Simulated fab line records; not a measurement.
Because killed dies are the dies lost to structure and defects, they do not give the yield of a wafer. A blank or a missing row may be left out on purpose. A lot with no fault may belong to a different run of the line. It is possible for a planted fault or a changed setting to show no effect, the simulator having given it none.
Split-lot study || flow n5-finfet || 7 lots, 39 wafers read, on a route of 1938 steps

## THE SPLIT ITSELF
At N5_BEOL_M8_DESCUM_16 (chemistry O2, time 7.9 s), the setting time-s was moved away from the recipe's 7.9 s on 15 of the 39 wafers read, by -51.6% to +47.7%. The other wafers ran this setting at the recipe's value.

The reading comes from the split's own step.

## THE READING
CAR-ArF_of_BEOL_M8_COAT_05.thk-nm (the simulator's own value, which no gauge read), in nm, at N5_BEOL_M8_DESCUM_16 (chemistry O2, time 7.9 s). The file does not state a usual value for it. Average 83.4 nm, standard deviation 0.24 nm, over the 24 wafers here run with the recipe.

{"wafer": "L076.2", "tool, chamber at the split": "rie-diel-06, 0", "time-s as run, s": 7.9, "against the recipe": "recipe", "CAR-ArF_of_BEOL_M8_COAT_05.thk-nm, nm": 83.6, "against lot-mates on the recipe": "-"}
{"wafer": "L076.3", "tool, chamber at the split": "rie-diel-06, 2", "time-s as run, s": 7.9, "against the recipe": "recipe", "CAR-ArF_of_BEOL_M8_COAT_05.thk-nm, nm": 83.8, "against lot-mates on the recipe": "-"}
{"wafer": "L076.5", "tool, chamber at the split": "rie-diel-06, 2", "time-s as run, s": 7.9, "against the recipe": "recipe", "CAR-ArF_of_BEOL_M8_COAT_05.thk-nm, nm": 83.2, "against lot-mates on the recipe": "-"}
{"wafer": "L080.1", "tool, chamber at the split": "rie-diel-05, 3,1,0", "time-s as run, s": 4.196, "against the recipe": "-46.9%", "CAR-ArF_of_BEOL_M8_COAT_05.thk-nm, nm": 85.8, "against lot-mates on the recipe": "+2.3"}
{"wafer": "L080.3", "tool, chamber at the split": "rie-diel-05, 3,1,0", "time-s as run, s": 4.196, "against the recipe": "-46.9%", "CAR-ArF_of_BEOL_M8_COAT_05.thk-nm, nm": 85.8, "against lot-mates on the recipe": "+2.3"}
{"wafer": "L080.4", "tool, chamber at the split": "rie-diel-05, 3,1,0", "time-s as run, s": 4.196, "against the recipe": "-46.9%", "CAR-ArF_of_BEOL_M8_COAT_05.thk-nm, nm": 85.8, "against lot-mates on the recipe": "+2.3"}
{"wafer": "L080.2", "tool, chamber at the split": "rie-diel-05, 2,0", "time-s as run, s": 7.9, "against the recipe": "recipe", "CAR-ArF_of_BEOL_M8_COAT_05.thk-nm, nm": 83.4, "against lot-mates on the recipe": "-"}
{"wafer": "L080.5", "tool, chamber at the split": "rie-diel-05, 2,0", "time-s as run, s": 7.9, "against the recipe": "recipe", "CAR-ArF_of_BEOL_M8_COAT_05.thk-nm, nm": 83.4, "against lot-mates on the recipe": "-"}
{"wafer": "L080.6", "tool, chamber at the split": "rie-diel-05, 1", "time-s as run, s": 7.9, "against the recipe": "recipe", "CAR-ArF_of_BEOL_M8_COAT_05.thk-nm, nm": 83.8, "against lot-mates on the recipe": "-"}
{"wafer": "L083.1", "tool, chamber at the split": "rie-diel-05, 3", "time-s as run, s": 7.9, "against the recipe": "recipe", "CAR-ArF_of_BEOL_M8_COAT_05.thk-nm, nm": 83.2, "against lot-mates on the recipe": "-"}
{"wafer": "L083.2", "tool, chamber at the split": "rie-diel-05, 0", "time-s as run, s": 7.9, "against the recipe": "recipe", "CAR-ArF_of_BEOL_M8_COAT_05.thk-nm, nm": 83.4, "against lot-mates on the recipe": "-"}
{"wafer": "L083.3", "tool, chamber at the split": "rie-diel-05, 2,1,2", "time-s as run, s": 3.821, "against the recipe": "-51.6%", "CAR-ArF_of_BEOL_M8_COAT_05.thk-nm, nm": 86, "against lot-mates on the recipe": "+2.6"}
{"wafer": "L083.4", "tool, chamber at the split": "rie-diel-05, 2,1,2", "time-s as run, s": 3.821, "against the recipe": "-51.6%", "CAR-ArF_of_BEOL_M8_COAT_05.thk-nm, nm": 86, "against lot-mates on the recipe": "+2.6"}
{"wafer": "L083.5", "tool, chamber at the split": "rie-diel-05, 2,1,2", "time-s as run, s": 3.821, "against the recipe": "-51.6%", "CAR-ArF_of_BEOL_M8_COAT_05.thk-nm, nm": 86, "against lot-mates on the recipe": "+2.6"}
{"wafer": "L083.6", "tool, chamber at the split": "rie-diel-05, 3", "time-s as run, s": 7.9, "against the recipe": "recipe", "CAR-ArF_of_BEOL_M8_COAT_05.thk-nm, nm": 83.6, "against lot-mates on the recipe": "-"}
{"wafer": "L085.1", "tool, chamber at the split": "rie-diel-05, 1", "time-s as run, s": 9.405, "against the recipe": "+19.1%", "CAR-ArF_of_BEOL_M8_COAT_05.thk-nm, nm": 82.2, "against lot-mates on the recipe": -1.1}
{"wafer": "L085.2", "tool, chamber at the split": "rie-diel-05, 0,3", "time-s as run, s": 7.9, "against the recipe": "recipe", "CAR-ArF_of_BEOL_M8_COAT_05.thk-nm, nm": 83.2, "against lot-mates on the recipe": "-"}
{"wafer": "L085.5", "tool, chamber at the split": "rie-diel-05, 0,3", "time-s as run, s": 7.9, "against the recipe": "recipe", "CAR-ArF_of_BEOL_M8_COAT_05.thk-nm, nm": 83.2, "against lot-mates on the recipe": "-"}
{"wafer": "L085.3", "tool, chamber at the split": "rie-diel-05, 3", "time-s as run, s": 9.405, "against the recipe": "+19.1%", "CAR-ArF_of_BEOL_M8_COAT_05.thk-nm, nm": 82.6, "against lot-mates on the recipe": -0.7}
{"wafer": "L085.4", "tool, chamber at the split": "rie-diel-05, 2", "time-s as run, s": 7.9, "against the recipe": "recipe", "CAR-ArF_of_BEOL_M8_COAT_05.thk-nm, nm": 83.4, "against lot-mates on the recipe": "-"}
{"wafer": "L085.6", "tool, chamber at the split": "rie-diel-05, 0", "time-s as run, s": 9.405, "against the recipe": "+19.1%", "CAR-ArF_of_BEOL_M8_COAT_05.thk-nm, nm": 82.4, "against lot-mates on the recipe": -0.9}
{"wafer": "L091.1", "tool, chamber at the split": "rie-diel-06, 3,0", "time-s as run, s": 11.67, "against the recipe": "+47.7%", "CAR-ArF_of_BEOL_M8_COAT_05.thk-nm, nm": 81.4, "against lot-mates on the recipe": -2.1}
{"wafer": "L091.3", "tool, chamber at the split": "rie-diel-06, 3,0", "time-s as run, s": 11.67, "against the recipe": "+47.7%", "CAR-ArF_of_BEOL_M8_COAT_05.thk-nm, nm": 81.4, "against lot-mates on the recipe": -2.1}
{"wafer": "L091.2", "tool, chamber at the split": "rie-diel-06, 0", "time-s as run, s": 11.67, "against the recipe": "+47.7%", "CAR-ArF_of_BEOL_M8_COAT_05.thk-nm, nm": 81.2, "against lot-mates on the recipe": -2.3}
{"wafer": "L091.4", "tool, chamber at the split": "rie-diel-06, 3", "time-s as run, s": 7.9, "against the recipe": "recipe", "CAR-ArF_of_BEOL_M8_COAT_05.thk-nm, nm": 83.2, "against lot-mates on the recipe": "-"}
{"wafer": "L091.5", "tool, chamber at the split": "rie-diel-06, 3", "time-s as run, s": 7.9, "against the recipe": "recipe", "CAR-ArF_of_BEOL_M8_COAT_05.thk-nm, nm": 83.8, "against lot-mates on the recipe": "-"}
{"wafer": "L091.6", "tool, chamber at the split": "rie-diel-06, 0", "time-s as run, s": 7.9, "against the recipe": "recipe", "CAR-ArF_of_BEOL_M8_COAT_05.thk-nm, nm": 83.6, "against lot-mates on the recipe": "-"}
{"wafer": "L090.1", "tool, chamber at the split": "rie-diel-01, 3", "time-s as run, s": 7.9, "against the recipe": "recipe", "CAR-ArF_of_BEOL_M8_COAT_05.thk-nm, nm": 83.8, "against lot-mates on the recipe": "-"}
{"wafer": "L090.2", "tool, chamber at the split": "rie-diel-01, 1", "time-s as run, s": 4.272, "against the recipe": "-45.9%", "CAR-ArF_of_BEOL_M8_COAT_05.thk-nm, nm": 85.8, "against lot-mates on the recipe": "+2.3"}
{"wafer": "L090.3", "tool, chamber at the split": "rie-diel-01, 2", "time-s as run, s": 7.9, "against the recipe": "recipe", "CAR-ArF_of_BEOL_M8_COAT_05.thk-nm, nm": 83.2, "against lot-mates on the recipe": "-"}
{"wafer": "L090.4", "tool, chamber at the split": "rie-diel-01, 0,2", "time-s as run, s": 4.272, "against the recipe": "-45.9%", "CAR-ArF_of_BEOL_M8_COAT_05.thk-nm, nm": 85.6, "against lot-mates on the recipe": "+2.1"}
{"wafer": "L090.5", "tool, chamber at the split": "rie-diel-01, 0,2", "time-s as run, s": 4.272, "against the recipe": "-45.9%", "CAR-ArF_of_BEOL_M8_COAT_05.thk-nm, nm": 85.6, "against lot-mates on the recipe": "+2.1"}
{"wafer": "L090.6", "tool, chamber at the split": "rie-diel-01, 1", "time-s as run, s": 7.9, "against the recipe": "recipe", "CAR-ArF_of_BEOL_M8_COAT_05.thk-nm, nm": 83.6, "against lot-mates on the recipe": "-"}
{"wafer": "L092.1", "tool, chamber at the split": "rie-diel-01, 3,1,0,2", "time-s as run, s": 7.9, "against the recipe": "recipe", "CAR-ArF_of_BEOL_M8_COAT_05.thk-nm, nm": 83.2, "against lot-mates on the recipe": "-"}
{"wafer": "L092.2", "tool, chamber at the split": "rie-diel-01, 3,1,0,2", "time-s as run, s": 7.9, "against the recipe": "recipe", "CAR-ArF_of_BEOL_M8_COAT_05.thk-nm, nm": 83.2, "against lot-mates on the recipe": "-"}
{"wafer": "L092.4", "tool, chamber at the split": "rie-diel-01, 3,1,0,2", "time-s as run, s": 7.9, "against the recipe": "recipe", "CAR-ArF_of_BEOL_M8_COAT_05.thk-nm, nm": 83.2, "against lot-mates on the recipe": "-"}
{"wafer": "L092.6", "tool, chamber at the split": "rie-diel-01, 3,1,0,2", "time-s as run, s": 7.9, "against the recipe": "recipe", "CAR-ArF_of_BEOL_M8_COAT_05.thk-nm, nm": 83.2, "against lot-mates on the recipe": "-"}
{"wafer": "L092.3", "tool, chamber at the split": "rie-diel-01, 2", "time-s as run, s": 7.9, "against the recipe": "recipe", "CAR-ArF_of_BEOL_M8_COAT_05.thk-nm, nm": 83, "against lot-mates on the recipe": "-"}
{"wafer": "L092.5", "tool, chamber at the split": "rie-diel-01, 1", "time-s as run, s": 7.9, "against the recipe": "recipe", "CAR-ArF_of_BEOL_M8_COAT_05.thk-nm, nm": 83.4, "against lot-mates on the recipe": "-"}
When a row names more than one chamber, that row covers several wafers, and the file does not tell which wafer ran in which chamber.

FIT RESULTS
A straight line over all 39 wafers: CAR-ArF_of_BEOL_M8_COAT_05.thk-nm changes by -0.0485 nm for each +1% of time-s; r = -0.99; the points scatter about the line by 0.22 nm.
The same after taking each lot's own level away (the mean of its wafers on the recipe; 39 wafers): -0.0477 nm for each +1%; r = -0.99; scatter 0.17 nm.
The reading moves by 2.5 nm for the largest change in time-s, on that fit.
The lots' own levels span 83.20 to 83.53 nm, that is 1.4 times the standard deviation above.
So the lot-to-lot level changes the slope little: the two slopes agree.
Check: +2.47 nm against its lot-mates is what the line predicts for one of the wafers moved furthest among these (-51.6%) when that wafer is left out of the fit. It came out at +2.6 nm against them.

## OTHER SPLITS ON THESE WAFERS
Before the reading, these wafers also passed through other splits. Each is held against what the fit with the lots' levels taken away leaves over:
{"other split on the same wafers": "N5_ZERO_LAYER_PECVD_02 time-s", "wafers away from the commonest value": 18, "r with CAR-ArF_of_BEOL_M8_COAT_05.thk-nm (lot level and that fit taken away)": -0.27}
{"other split on the same wafers": "N5_ZERO_LAYER_DEVELOP_10 develop-time-s", "wafers away from the commonest value": 15, "r with CAR-ArF_of_BEOL_M8_COAT_05.thk-nm (lot level and that fit taken away)": "+0.07"}
{"other split on the same wafers": "N5_DUMMY_GATE_PECVD_30 time-s", "wafers away from the commonest value": 15, "r with CAR-ArF_of_BEOL_M8_COAT_05.thk-nm (lot level and that fit taken away)": -0.13}
{"other split on the same wafers": "N5_HKMG_FIN_ETCH_32 target-depth-a", "wafers away from the commonest value": 12, "r with CAR-ArF_of_BEOL_M8_COAT_05.thk-nm (lot level and that fit taken away)": -0.14}
{"other split on the same wafers": "N5_BEOL_M0_SAQP_DESCUM_45 time-s", "wafers away from the commonest value": 12, "r with CAR-ArF_of_BEOL_M8_COAT_05.thk-nm (lot level and that fit taken away)": "+0.18"}
{"other split on the same wafers": "N5_BEOL_M6_ILD_DEP_00 time-s", "wafers away from the commonest value": 12, "r with CAR-ArF_of_BEOL_M8_COAT_05.thk-nm (lot level and that fit taken away)": -0.22}

## FILE'S OWN FIT
CAR-ArF_of_BEOL_M8_COAT_05.thk-nm changes by -0.0478 nm for each +1% of time-s, r = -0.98.
